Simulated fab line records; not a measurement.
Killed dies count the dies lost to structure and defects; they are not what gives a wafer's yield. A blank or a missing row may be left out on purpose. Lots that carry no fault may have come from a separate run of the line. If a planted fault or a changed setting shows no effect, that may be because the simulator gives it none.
Matching of chambers -- flow nand_harc -- 4 sister chambers for NHARC_P_BONDPAD_CMP_19 on cmp-04
The step polishes, t overpolish 30 s, cu recess touch 16 s, target thk 160.81 nm. 8 wafers are shown with their chamber, then 7 later ones without.

== EACH WAFER AND ITS CHAMBER ==
wafer,chamber,motor_current_A (A),overpolish_run_s (s)
L960.3,0,12.3,29.999
L961.5,1,12.9,29.992
L961.6,0,12.2,29.982
L964.3,2,11.8,29.986
L964.4,3,10.9,30.002
L964.5,1,12.7,29.978
L966.1,2,11.8,30.009
L966.4,3,11.2,29.990

== WAFERS WHOSE CHAMBER IS MISSING ==
wafer,motor_current_A (A),overpolish_run_s (s)
L966.5,13.2,29.985
L968.1,11.3,29.997
L968.3,13.0,29.991
L968.5,12.0,30.013
L971.1,12.9,29.992
L971.5,12.0,29.995
L971.6,11.1,29.997

== WHICH CHAMBER EACH WENT THROUGH ==
wafer,from the rows above,in truth
L966.5,1,1
L968.1,can't be placed: 3 or 2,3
L968.3,1,1
L968.5,can't be placed: 2 or 0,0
L971.1,1,1
L971.5,can't be placed: 2 or 0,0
L971.6,3,3
Placed correctly: 4 of 7. From these rows, 3 cannot be placed; in 3 the true chamber is one of the candidates. Wrongly placed: 0.
How it was worked out, from the rows above alone: a wafer's distance from a chamber is the root of the sum, over the readings, of the square of ((its reading less the chamber's mean) divided by the reading's scatter). If the next closest chamber is less than 2 further off than the closest, the wafer can't be placed; otherwise it belongs to the closest. Each chamber's mean is taken over the wafers shown for it. The scatter is the square root of a quotient: the sum, over the shown wafers, of each reading's squared deviation from its chamber's mean, divided by wafers minus chambers.
